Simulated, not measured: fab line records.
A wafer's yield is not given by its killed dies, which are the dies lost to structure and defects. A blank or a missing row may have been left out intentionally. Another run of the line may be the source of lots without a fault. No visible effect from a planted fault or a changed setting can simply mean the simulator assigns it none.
Matching of chambers ; flow n5Finfet ; rieDiel-02 running N5_BEOL_M3_STRIP_66: 4 sister chambers
The step strips in CF4. 20 wafers are shown with their chamber, then 10 later ones without.

== WAFERS PAIRED WITH THEIR CHAMBERS ==
wafer;chamber;drypumpMotorCurrentA (A);throttleValvePct (%);showerheadPlenumPTorr (Torr)
L075.1;0;5.4;12.93;1.73
L075.5;0;5.4;12.93;1.74
L075.6;3;5.4;13.68;1.77
L076.3;0;5.3;12.93;1.73
L076.4;3;5.4;13.67;1.77
L076.6;2;6.4;13.76;1.79
L077.3;0;5.4;12.94;1.73
L077.4;3;5.4;13.70;1.77
L077.6;2;6.4;13.76;1.79
L078.1;0;5.4;12.95;1.73
L078.5;0;5.4;12.94;1.73
L078.6;3;5.4;13.68;1.77
L080.4;3;5.4;13.71;1.77
L080.5;3;5.4;13.69;1.77
L080.6;2;6.4;13.77;1.79
L084.3;0;5.4;12.96;1.73
L084.4;2;6.4;13.79;1.79
L084.5;0;5.3;12.96;1.73
L087.1;1;5.7;13.41;1.73
L087.4;3;5.4;13.73;1.76

SIGNATURES (averages over the wafers above)
reading;chamber 0;chamber 1;chamber 2;chamber 3;scatter within a chamber
drypumpMotorCurrentA;5.375;5.700;6.400;5.400;0.0306
throttleValvePct;12.9425;13.4100;13.7700;13.6943;0.0164
showerheadPlenumPTorr;1.7312;1.7300;1.7900;1.7686;0.00329
Rule: for each reading, subtract the chamber's mean from the wafer's reading, divide by that reading's scatter and square the result; add these up over the readings and take the root, which gives the wafer's distance from the chamber. The wafer belongs to the nearest chamber; if the next one is less than 2 further off, it can't be placed. The scatter: the root of (the sum of the squares of (reading less its chamber's mean) over the shown wafers, divided by (wafers less chambers)).

== WAFERS WITHOUT THEIR CHAMBER ==
wafer;drypumpMotorCurrentA (A);throttleValvePct (%);showerheadPlenumPTorr (Torr)
L087.5;5.4;12.97;1.73
L089.2;6.4;13.82;1.78
L089.4;5.4;13.73;1.76
L089.6;5.4;13.74;1.76
L092.3;5.4;12.98;1.73
L092.4;5.4;13.74;1.76
L092.5;5.7;13.39;1.72
L097.1;5.4;13.78;1.76
L097.2;6.4;13.84;1.78
L097.6;5.4;13.02;1.72

== CHAMBER TAKEN BY EACH ==
wafer;from the rows above;in truth
L087.5;0;0
L089.2;2;2
L089.4;3;3
L089.6;3;3
L092.3;0;0
L092.4;3;3
L092.5;1;1
L097.1;3;3
L097.2;2;2
L097.6;0;0
Correct placement for 10 of the 10. Left unplaced by these rows: 0. 0 placed wrongly.
